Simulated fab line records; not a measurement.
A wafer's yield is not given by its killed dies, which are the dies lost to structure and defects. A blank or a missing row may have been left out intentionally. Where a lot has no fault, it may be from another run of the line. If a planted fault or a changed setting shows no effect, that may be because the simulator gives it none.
Matching of chambers / flow nand harc / NHARC_P_CONTACT_ETCH_35 on rie diel-06 has 4 sister chambers
The step etches the open film in CF4, target depth 39 nm, time 65 s. 4 wafers are shown with their chamber, then 7 later ones without.

WAFERS, EACH WITH ITS CHAMBER
wafer=L269.3; chamber=2; drypump motor current A (A)=5.6
wafer=L272.5; chamber=0; drypump motor current A (A)=5.7
wafer=L271.1; chamber=3; drypump motor current A (A)=5.2
wafer=L271.2; chamber=1; drypump motor current A (A)=6.1

WAFERS WITHOUT THEIR CHAMBER
wafer=L271.5; drypump motor current A (A)=5.1
wafer=L274.2; drypump motor current A (A)=6.1
wafer=L274.5; drypump motor current A (A)=5.8
wafer=L274.6; drypump motor current A (A)=6.1
wafer=L275.3; drypump motor current A (A)=5.2
wafer=L275.4; drypump motor current A (A)=6.1
wafer=L275.6; drypump motor current A (A)=5.1

CHAMBER TAKEN BY EACH
wafer=L271.5; from the rows above=3; in truth=3
wafer=L274.2; from the rows above=1; in truth=1
wafer=L274.5; from the rows above=can't be placed: 0 or 2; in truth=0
wafer=L274.6; from the rows above=1; in truth=1
wafer=L275.3; from the rows above=3; in truth=3
wafer=L275.4; from the rows above=1; in truth=1
wafer=L275.6; from the rows above=3; in truth=3
6 of 7 placed correctly. These rows do not allow placing 1 (true chamber among the candidates in 1). Placed wrongly: 0.
How it was worked out, from the rows above alone: a wafer's distance from a chamber is the root of the sum, over the readings, of the square of ((its reading less the chamber's mean) divided by the reading's scatter). The wafer belongs to the nearest chamber; if the next one is less than 2 further off, it can't be placed. For every chamber, the mean is computed from those of its wafers that are shown. The scatter: with one shown wafer a chamber, the root of the mean of the squares of how far each hidden wafer lies from its nearest shown one.
